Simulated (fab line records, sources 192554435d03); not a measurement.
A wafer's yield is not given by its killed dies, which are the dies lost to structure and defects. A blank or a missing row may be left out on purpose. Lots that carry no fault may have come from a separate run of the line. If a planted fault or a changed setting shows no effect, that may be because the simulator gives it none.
Matching of chambers / flow n5Finfet / N5_SD_EPI_P_ETCH_37 on rieDiel-03 has 4 sister chambers
The step etches SOC in N2/H2, overetch 108 nm, time 486 s. 14 wafers are shown with their chamber, then 7 later ones without.

## WAFERS PAIRED WITH THEIR CHAMBERS
wafer=L081.1; chamber=3; showerheadPlenumPTorr (Torr)=2.71; drypumpMotorCurrentA (A)=5.6; oesProductAu (a.u.)=0.84
wafer=L081.3; chamber=2; showerheadPlenumPTorr (Torr)=2.55; drypumpMotorCurrentA (A)=5.0; oesProductAu (a.u.)=0.74
wafer=L081.6; chamber=1; showerheadPlenumPTorr (Torr)=2.42; drypumpMotorCurrentA (A)=6.0; oesProductAu (a.u.)=0.70
wafer=L083.3; chamber=3; showerheadPlenumPTorr (Torr)=2.70; drypumpMotorCurrentA (A)=5.7; oesProductAu (a.u.)=0.84
wafer=L083.4; chamber=0; showerheadPlenumPTorr (Torr)=2.55; drypumpMotorCurrentA (A)=5.9; oesProductAu (a.u.)=0.70
wafer=L083.5; chamber=0; showerheadPlenumPTorr (Torr)=2.55; drypumpMotorCurrentA (A)=5.9; oesProductAu (a.u.)=0.70
wafer=L084.1; chamber=2; showerheadPlenumPTorr (Torr)=2.55; drypumpMotorCurrentA (A)=5.0; oesProductAu (a.u.)=0.74
wafer=L084.2; chamber=0; showerheadPlenumPTorr (Torr)=2.55; drypumpMotorCurrentA (A)=5.9; oesProductAu (a.u.)=0.70
wafer=L084.5; chamber=2; showerheadPlenumPTorr (Torr)=2.55; drypumpMotorCurrentA (A)=5.0; oesProductAu (a.u.)=0.74
wafer=L088.1; chamber=1; showerheadPlenumPTorr (Torr)=2.42; drypumpMotorCurrentA (A)=6.0; oesProductAu (a.u.)=0.69
wafer=L088.5; chamber=0; showerheadPlenumPTorr (Torr)=2.54; drypumpMotorCurrentA (A)=5.9; oesProductAu (a.u.)=0.69
wafer=L088.6; chamber=1; showerheadPlenumPTorr (Torr)=2.42; drypumpMotorCurrentA (A)=6.0; oesProductAu (a.u.)=0.70
wafer=L090.1; chamber=1; showerheadPlenumPTorr (Torr)=2.42; drypumpMotorCurrentA (A)=6.0; oesProductAu (a.u.)=0.69
wafer=L090.2; chamber=3; showerheadPlenumPTorr (Torr)=2.70; drypumpMotorCurrentA (A)=5.7; oesProductAu (a.u.)=0.81

SIGNATURES, as means of the wafers listed above
reading=showerheadPlenumPTorr; chamber 0=2.5475; chamber 1=2.4200; chamber 2=2.5500; chamber 3=2.7033; scatter within a chamber=0.00376
reading=drypumpMotorCurrentA; chamber 0=5.900; chamber 1=6.000; chamber 2=5.000; chamber 3=5.667; scatter within a chamber=0.0258
reading=oesProductAu; chamber 0=0.6975; chamber 1=0.6950; chamber 2=0.7400; chamber 3=0.8300; scatter within a chamber=0.0088
Rule: a wafer lies at a distance from a chamber equal to the root of the sum of squares, over the readings, of (its reading less the chamber's mean, divided by the reading's scatter). If the next closest chamber is less than 2 further off than the closest, the wafer can't be placed; otherwise it belongs to the closest. How the scatter is found: for the shown wafers, subtract from each reading the mean of its chamber, square and add these, divide the total by (wafers less chambers), then take the root.

## WAFERS WITHOUT THEIR CHAMBER
wafer=L090.6; showerheadPlenumPTorr (Torr)=2.42; drypumpMotorCurrentA (A)=6.0; oesProductAu (a.u.)=0.68
wafer=L092.1; showerheadPlenumPTorr (Torr)=2.54; drypumpMotorCurrentA (A)=5.9; oesProductAu (a.u.)=0.68
wafer=L092.2; showerheadPlenumPTorr (Torr)=2.54; drypumpMotorCurrentA (A)=5.0; oesProductAu (a.u.)=0.73
wafer=L092.4; showerheadPlenumPTorr (Torr)=2.42; drypumpMotorCurrentA (A)=6.0; oesProductAu (a.u.)=0.67
wafer=L097.1; showerheadPlenumPTorr (Torr)=2.69; drypumpMotorCurrentA (A)=5.6; oesProductAu (a.u.)=0.78
wafer=L097.4; showerheadPlenumPTorr (Torr)=2.54; drypumpMotorCurrentA (A)=5.0; oesProductAu (a.u.)=0.72
wafer=L097.6; showerheadPlenumPTorr (Torr)=2.41; drypumpMotorCurrentA (A)=6.0; oesProductAu (a.u.)=0.67

## CHAMBER TAKEN BY EACH
wafer=L090.6; from the rows above=1; in truth=1
wafer=L092.1; from the rows above=0; in truth=0
wafer=L092.2; from the rows above=2; in truth=2
wafer=L092.4; from the rows above=1; in truth=1
wafer=L097.1; from the rows above=3; in truth=3
wafer=L097.4; from the rows above=2; in truth=2
wafer=L097.6; from the rows above=1; in truth=1
Placed correctly: 7 of 7. Not placeable from these rows: 0. 0 placed wrongly.
